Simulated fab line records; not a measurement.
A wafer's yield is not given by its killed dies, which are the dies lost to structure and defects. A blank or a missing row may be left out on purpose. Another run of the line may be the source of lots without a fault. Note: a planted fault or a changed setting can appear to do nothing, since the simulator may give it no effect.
fab line records    flow nandHarc
record lots=14  wafers=42  lastDay=33
route steps=1302 shown P_M2@340 P_BONDPAD@365
lots with no fault: from the same line, run without faults
startH: hours from the record's opening day to when the first of the lot's shown wafers began    waitH: hours elapsed since this lot's preceding step    " same as the row above    L1.1+2: several wafers, shown together as one row    - no value, or no start given    * or withheld: withheld    < > ~ a bound
route shown NAME@n: names a module that has steps shown in the file, with the first one's number in the route    usual: mean and standard deviation over wafers with no fault    same: alike in all rows    chamber/n: place in a boat    sites: per-site readings    _std_site: standard deviation of those values    _edge_site: mean of outer sites minus mean of inner sites    radiusMm: how far each site lies from the wafer's centre    mask NAME#n: copy n    behind: the last tool/chamber to shape the wafer    hold: what put the lot on hold/how long, in hours/how the hold closed    device: the n, p or np transistor that did not switch    end of line: the route-end tests of the same wafers    a step without rows: its recipe alone    killed: count of dies lost to structure and defects at first sort (not the wafer's yield)    map: per-die view of a wafer (x killed, . not killed, _ where there is no die)
set.NAME: the run value of the setting; set.NAME@STEP: its run value at that earlier step    model.NAME: the simulator's own value behind a step, which no gauge read
one table for each step of the route and one row for each wafer, over a sample of lots
services: the hour from which a tool's chamber was out of use, counted from the record's first day as startH (under 0 if before that day), plus the number of hours and why
## steps
# step NHARC_P_M2_PVD_20
# recipe targetThkA=50  biasV=168.6  powerW=15000  chamberPressurePa=0.12  timeS=8.06  substrateTempC=50  material=TaN
# usual biasV=168.3/1.5  throttleValvePct=30.0/1.1
# same timeS=8.06
lot.wafer  tool           chamber  startH  waitH  biasV  throttleValvePct
L831.2     pvdSputter-03  -        -       -      167.4  27.9
L831.1     "              -        "       "      167.5  30.8
L831.4     "              -        "       "      168.8  28.0
L833.4     pvdSputter-01  -        -       -      168.7  30.0
L833.2     "              -        "       "      167.7  31.7
L833.3     "              -        "       "      168.9  30.4
L834.1     pvdSputter-01  -        -       -      167.2  29.2
L834.5     "              -        "       "      170.7  30.1
L834.6     "              -        "       "      172.4  30.9
L835.3     pvdSputter-03  -        -       -      166.4  30.8
L835.4     "              -        "       "      169.5  27.9
L835.2     "              -        "       "      170.6  27.9
L836.3     pvdSputter-02  -        -       -      166.8  31.5
L836.5     "              -        "       "      168.3  30.7
L836.6     "              -        "       "      169.0  31.4
L837.2     pvdSputter-01  -        -       -      167.3  31.1
L837.1     "              -        "       "      169.2  30.1
L837.5     "              -        "       "      167.8  31.5
L839.1     pvdSputter-02  -        -       -      169.9  28.3
L839.2     "              -        "       "      166.9  31.2
L839.6     "              -        "       "      168.8  28.1
L842.3     pvdSputter-03  -        -       -      169.7  30.8
L842.1     "              -        "       "      169.1  28.9
L842.6     "              -        "       "      168.7  30.6
L844.2     pvdSputter-03  -        -       -      164.9  27.7
L844.3     "              -        "       "      167.7  30.0
L844.6     "              -        "       "      167.2  27.7
L847.1     pvdSputter-01  -        -       -      170.0  31.3
L847.2     "              -        "       "      167.6  29.8
L847.3     "              -        "       "      168.4  28.4
L849.3     pvdSputter-02  -        -       -      167.3  30.1
L849.4     "              -        "       "      170.6  31.1
L849.5     "              -        "       "      168.3  29.5
L850.3     pvdSputter-01  -        -       -      167.2  28.4
L850.2     "              -        "       "      168.0  31.2
L850.5     "              -        "       "      168.2  28.6
L851.4     pvdSputter-01  -        -       -      167.0  31.4
L851.3     "              -        "       "      167.4  28.4
L851.1     "              -        "       "      167.7  29.9
L853.3     pvdSputter-01  -        -       -      166.2  28.4
L853.1     "              -        "       "      168.7  30.1
L853.5     "              -        "       "      168.2  31.5
# step NHARC_P_BONDPAD_OVL_MEAS_38
# usual overlayXNm=2/5.5  overlayYNm=0/5.1
lot.wafer  tool        chamber  startH  waitH  overlayXNm  overlayYNm
L831.1     overlay-02  -        134.48  -      8           -5
L831.2     "           -        "       "      7           -6
L831.4     "           -        "       "      7           -5
L833.2     overlay-02  -        156.04  -      10          0
L833.3     "           -        "       "      9           0
L833.4     "           -        "       "      9           0
L834.1     overlay-01  -        169.10  -      4           -7
L834.5     "           -        "       "      4           -8
L834.6     "           -        "       "      4           -7
L835.2     overlay-01  -        172.92  -      5           2
L835.3     "           -        "       "      5           3
L835.4     "           -        "       "      5           2
L836.3     overlay-02  -        188.72  -      7           3
L836.5     "           -        "       "      7           2
L836.6     "           -        "       "      8           3
L837.1     overlay-02  -        190.00  -      -10         3
L837.2     "           -        "       "      -9          3
L837.5     "           -        "       "      -10         3
L839.1     overlay-02  -        216.53  -      -2          0
L839.2     "           -        "       "      -1          0
L839.6     "           -        "       "      -1          0
L842.1     overlay-02  -        247.31  -      -6          2
L842.3     "           -        "       "      -6          2
L842.6     "           -        "       "      -6          2
L844.2     overlay-02  -        260.61  -      4           7
L844.3     "           -        "       "      4           7
L844.6     "           -        "       "      4           6
L847.1     overlay-02  -        298.27  -      11          4
L847.2     "           -        "       "      11          4
L847.3     "           -        "       "      11          4
L849.3     overlay-01  -        312.28  -      7           -9
L849.4     "           -        "       "      7           -9
L849.5     "           -        "       "      7           -9
L850.2     overlay-01  -        326.73  -      -2          5
L850.3     "           -        "       "      -2          5
L850.5     "           -        "       "      -2          4
L851.1     overlay-02  -        335.24  -      7           8
L851.3     "           -        "       "      7           8
L851.4     "           -        "       "      7           9
L853.1     overlay-01  -        357.97  -      1           -5
L853.3     "           -        "       "      1           -5
L853.5     "           -        "       "      1           -6
# step NHARC_P_BONDPAD_ETCH_24
# recipe targetDepthA=300  overEtchFrac=0.3  timeS=72.99  ionEnergyEv=150  cf4FlowSccm=50  n2FlowSccm=100  arFlowSccm=150  rfW=300  biasW=100  chemistry=CF4/N2
# usual drypumpMotorCurrentA=5.8/0.36  oesProductAu=0.995/0.014  rfVppV=313.2/1.7  runLengthS=94.4/0.48  showerheadPlenumPTorr=2.57/0.092  throttleValvePct=19.793/0.0088
lot.wafer  tool        chamber  startH  waitH  drypumpMotorCurrentA  oesProductAu  rfHoursCounterH  rfVppV  runLengthS  showerheadPlenumPTorr  throttleValvePct
L831.2     rieDiel-09  2        135.15  -      6.9                   1.011         6.0              311.5   94.1        2.50                   19.802
L831.4     "           3        "       "      6.1                   1.005         5.4              313.3   94.2        2.61                   19.787
L831.1     "           0        "       "      5.3                   0.988         5.6              315.4   94.0        2.63                   19.812
L833.4     rieDiel-12  1        156.70  -      5.9                   0.986         5.9              315.0   94.4        2.68                   19.795
L833.3     "           2        "       "      5.6                   0.998         4.4              310.6   94.8        2.49                   19.783
L833.2     "           3        "       "      6.2                   1.014         4.1              311.6   94.0        2.49                   19.802
L834.1     rieDiel-11  0        169.77  -      5.5                   0.981         4.4              311.6   93.3        2.49                   19.787
L834.6     "           3        "       "      5.5                   1.010         -                310.7   94.2        2.52                   19.792
L834.5     "           0        "       "      5.5                   0.986         -                312.3   93.4        2.49                   19.797
L835.3     rieDiel-11  3        173.71  -      5.5                   1.004         5.4              312.1   94.5        2.52                   19.814
L835.2     "           0        "       "      5.5                   0.986         4.7              310.8   93.6        2.49                   19.783
L835.4     "           1        "       "      5.9                   0.977         4.0              314.9   94.4        2.66                   19.781
L836.3     rieDiel-12  3        189.38  -      6.2                   1.007         5.3              312.0   94.2        2.49                   19.780
L836.6     "           2        "       "      5.6                   0.981         -                312.8   95.2        2.49                   19.788
L836.5     "           3        "       "      6.2                   1.001         -                311.3   94.2        2.49                   19.785
L837.1     rieDiel-09  1        190.67  -      5.2                   0.995         0.8              314.0   94.0        2.72                   19.795
L837.2     "           3        "       "      6.2                   1.001         0.6              313.7   94.4        2.61                   19.800
L837.5     "           1        "       "      5.2                   1.005         -                315.0   93.7        2.72                   19.793
L839.1     rieDiel-12  2        217.19  -      5.6                   0.997         8.3              312.5   95.1        2.49                   19.790
L839.2     "           3        "       "      6.2                   1.002         7.6              311.7   94.5        2.49                   19.810
L839.6     "           3        "       "      6.2                   1.005         -                311.9   94.1        2.49                   19.804
L842.1     rieDiel-12  0        248.00  0.1    5.9                   0.965         10.9             310.9   67.8        2.53                   19.792
L842.3     "           2        "       "      5.6                   0.973         10.1             310.3   95.4        2.49                   19.801
L842.6     "           0        "       "      5.9                   0.970         -                312.1   67.6        2.53                   19.814
L844.2     rieDiel-12  2        261.28  -      5.6                   0.983         10.5             312.1   95.4        2.49                   19.792
L844.3     "           0        "       "      5.9                   0.969         11.2             313.8   67.6        2.53                   19.797
L844.6     "           2        "       "      5.6                   0.982         -                311.8   95.4        2.49                   19.800
L847.2     rieDiel-11  1        298.94  -      5.9                   0.984         2.0              315.2   94.3        2.65                   19.795
L847.3     "           2        "       "      6.0                   0.994         2.1              315.2   94.4        2.74                   19.797
L847.1     "           0        "       "      5.5                   0.987         1.6              312.1   93.6        2.49                   19.797
L849.3     rieDiel-11  0        312.99  -      5.5                   0.992         2.5              313.1   94.0        2.49                   19.775
L849.4     "           1        "       "      5.9                   0.972         3.0              313.4   94.6        2.65                   19.797
L849.5     "           1        "       "      5.9                   0.991         -                314.6   94.2        2.65                   19.806
L850.3     rieDiel-11  1        327.39  -      5.9                   1.002         3.5              315.4   94.8        2.65                   19.810
L850.2     "           2        "       "      6.0                   0.996         3.6              316.1   94.5        2.74                   19.805
L850.5     "           2        "       "      6.0                   0.996         -                315.4   94.6        2.74                   19.779
L851.3     rieDiel-11  0        335.91  -      5.5                   0.988         3.5              312.0   93.3        2.49                   19.785
L851.1     "           1        "       "      5.9                   0.979         4.2              313.6   94.2        2.65                   19.805
L851.4     "           3        "       "      5.5                   1.000         3.6              315.3   93.9        2.51                   19.798
L853.1     rieDiel-11  2        358.64  -      6.0                   0.993         5.6              316.0   94.4        2.73                   19.800
L853.3     "           3        "       "      5.5                   1.011         4.8              311.8   93.9        2.51                   19.786
L853.5     "           2        "       "      6.0                   0.994         -                317.2   94.7        2.73                   19.793
# step NHARC_P_BONDPAD_PVD_17
# recipe targetThkA=50  biasV=168.6  powerW=15000  chamberPressurePa=0.12  timeS=8.06  substrateTempC=50  material=TaN
# usual biasV=168.6/1.8  throttleValvePct=29.8/1.2
# same timeS=8.06
lot.wafer  tool           chamber  startH  waitH  biasV  throttleValvePct
L831.4     pvdSputter-03  -        -       -      170.1  30.6
L831.1     "              -        "       "      166.1  30.4
L831.2     "              -        "       "      166.5  27.9
L833.2     pvdSputter-01  -        -       -      168.8  30.1
L833.4     "              -        "       "      166.8  31.5
L833.3     "              -        "       "      166.4  29.2
L834.1     pvdSputter-01  -        -       -      170.1  30.1
L834.5     "              -        "       "      168.6  29.1
L834.6     "              -        "       "      170.4  30.0
L835.2     pvdSputter-02  -        -       -      169.1  29.7
L835.3     "              -        "       "      168.3  30.6
L835.4     "              -        "       "      168.3  31.5
L836.3     pvdSputter-02  -        -       -      168.0  31.0
L836.6     "              -        "       "      169.7  30.9
L836.5     "              -        "       "      167.7  31.2
L837.1     pvdSputter-03  -        -       -      167.3  27.3
L837.2     "              -        "       "      167.7  30.5
L837.5     "              -        "       "      169.9  28.0
L839.1     pvdSputter-01  -        -       -      169.4  29.2
L839.2     "              -        "       "      167.0  29.9
L839.6     "              -        "       "      169.4  29.0
L842.3     pvdSputter-01  -        -       -      170.2  30.1
L842.1     "              -        "       "      169.5  28.6
L842.6     "              -        "       "      167.8  28.3
L844.3     pvdSputter-02  -        -       -      167.2  31.3
L844.2     "              -        "       "      166.1  27.8
L844.6     "              -        "       "      166.6  28.2
L847.1     pvdSputter-03  -        -       -      168.6  27.8
L847.3     "              -        "       "      167.5  29.1
L847.2     "              -        "       "      169.1  30.1
L849.3     pvdSputter-01  -        -       -      167.8  31.7
L849.4     "              -        "       "      169.7  29.7
L849.5     "              -        "       "      168.2  28.3
L850.2     pvdSputter-02  -        -       -      168.0  31.1
L850.3     "              -        "       "      166.2  30.3
L850.5     "              -        "       "      168.3  31.1
L851.4     pvdSputter-03  -        -       -      167.4  29.1
L851.1     "              -        "       "      167.6  30.4
L851.3     "              -        "       "      168.4  27.6
L853.1     pvdSputter-01  -        -       -      170.5  29.8
L853.3     "              -        "       "      168.5  31.5
L853.5     "              -        "       "      168.0  31.6
## services
tool           chamber  startH  hours  kind
rieDiel-11     0        112.00  -      clean
rieDiel-11     0        120.40  3.3    repair
pvdSputter-03  -        122.65  4.6    repair
rieDiel-09     0        138.64  8.6    repair
pvdSputter-03  -        141.86  4.6    repair
rieDiel-09     -        143.10  9.0    pm
pvdSputter-03  -        149.47  9.0    repair
rieDiel-11     -        158.38  0.8    repair
pvdSputter-03  -        170.00  10.0   pm
pvdSputter-03  -        196.98  3.0    repair
pvdSputter-03  -        205.10  16.4   repair
pvdSputter-02  -        214.05  1.7    repair
pvdSputter-01  -        221.66  2.4    repair
pvdSputter-01  -        226.00  10.0   pm
rieDiel-12     1        243.10  13.9   repair
rieDiel-11     -        255.50  9.0    pm
rieDiel-12     -        268.40  9.0    pm
pvdSputter-02  -        282.06  10.0   pm
rieDiel-12     2        303.92  14.4   repair
pvdSputter-03  -        303.99  16.6   repair
rieDiel-09     -        320.10  9.0    pm
rieDiel-09     2        335.80  1.9    repair
pvdSputter-01  -        341.71  5.3    repair
pvdSputter-03  -        348.00  10.0   pm
## key
firstSign step=NHARC_P_BONDPAD_ETCH_24  reading=runLengthS  direction=down  sigmas=56  usual=*  struck=*
effect none on later readings
metAt NHARC_P_BONDPAD_ETCH_24
struckLots L842,L844
struckWafers L842.1,L842.6,L844.3
laterRowsLeftOut L842.1,L842.6,L844.3
sortLeftOut L842.1,L842.6,L844.3
notActingAt NHARC_P_M2_PVD_20,NHARC_P_BONDPAD_OVL_MEAS_38,NHARC_P_BONDPAD_PVD_17
fault kind=processParameterDrift  tool=rieDiel-12  chamber=0  onsetH=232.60  steps=NHARC_P_BONDPAD_ETCH_24  channel=timeS  offset=*  shape=step  actsIn=*  stated=*
# sortLeftOut: the simulated sort isn't trusted on such a fault, so these wafers' sort isn't shown, and their yield isn't known
# laterRowsLeftOut: the simulator's readings of these wafers behind a module that went badly wrong aren't trusted and aren't shown, but for the sort
